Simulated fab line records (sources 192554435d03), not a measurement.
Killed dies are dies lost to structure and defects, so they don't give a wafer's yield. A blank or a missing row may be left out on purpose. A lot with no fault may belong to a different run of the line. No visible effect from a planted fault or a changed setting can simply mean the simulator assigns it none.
Matching of chambers :: flow n5_finfet :: N5_BEOL_M3_PRE_CLEAN_60 on cvd_co-01: 3 sister chambers
The step time 15 s. 6 wafers are shown with their chamber, then 12 later ones without.

== WAFERS, EACH WITH ITS CHAMBER ==
wafer: L091.4
chamber: 2
heater_power_w (W): 68

wafer: L091.5
chamber: 0
heater_power_w (W): 69

wafer: L091.6
chamber: 1
heater_power_w (W): 54

wafer: L092.1
chamber: 1
heater_power_w (W): 55

wafer: L092.4
chamber: 0
heater_power_w (W): 69

wafer: L092.6
chamber: 2
heater_power_w (W): 67

== WAFERS WITH NO CHAMBER GIVEN ==
wafer: L094.2
heater_power_w (W): 69

wafer: L094.3
heater_power_w (W): 54

wafer: L094.4
heater_power_w (W): 68

wafer: L095.1
heater_power_w (W): 70

wafer: L095.3
heater_power_w (W): 55

wafer: L095.4
heater_power_w (W): 68

wafer: L096.2
heater_power_w (W): 69

wafer: L096.3
heater_power_w (W): 56

wafer: L096.6
heater_power_w (W): 69

wafer: L097.1
heater_power_w (W): 71

wafer: L097.4
heater_power_w (W): 68

wafer: L097.5
heater_power_w (W): 56

== CHAMBER TAKEN BY EACH ==
wafer: L094.2
from the rows above: 0
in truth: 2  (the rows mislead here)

wafer: L094.3
from the rows above: 1
in truth: 1

wafer: L094.4
from the rows above: can't be placed: 2 or 0
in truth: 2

wafer: L095.1
from the rows above: 0
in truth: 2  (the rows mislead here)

wafer: L095.3
from the rows above: 1
in truth: 1

wafer: L095.4
from the rows above: can't be placed: 2 or 0
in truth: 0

wafer: L096.2
from the rows above: 0
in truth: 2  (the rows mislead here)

wafer: L096.3
from the rows above: 1
in truth: 1

wafer: L096.6
from the rows above: 0
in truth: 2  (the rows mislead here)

wafer: L097.1
from the rows above: 0
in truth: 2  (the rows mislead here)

wafer: L097.4
from the rows above: can't be placed: 2 or 0
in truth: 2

wafer: L097.5
from the rows above: 1
in truth: 1
Correctly placed: 4 of 12. Not placeable from these rows: 3 (in 3, the candidates include the true chamber). Wrongly placed: 5.
How it was worked out, from the rows above alone: a wafer's distance from a chamber is the root of the sum, over the readings, of the square of ((its reading less the chamber's mean) divided by the reading's scatter). If the next closest chamber is less than 2 further off than the closest, the wafer can't be placed; otherwise it belongs to the closest. Each chamber's mean is taken over the wafers shown for it. The scatter: take each reading less its chamber's mean, square it, sum over the shown wafers, divide by the number of wafers less the number of chambers, and take the root.
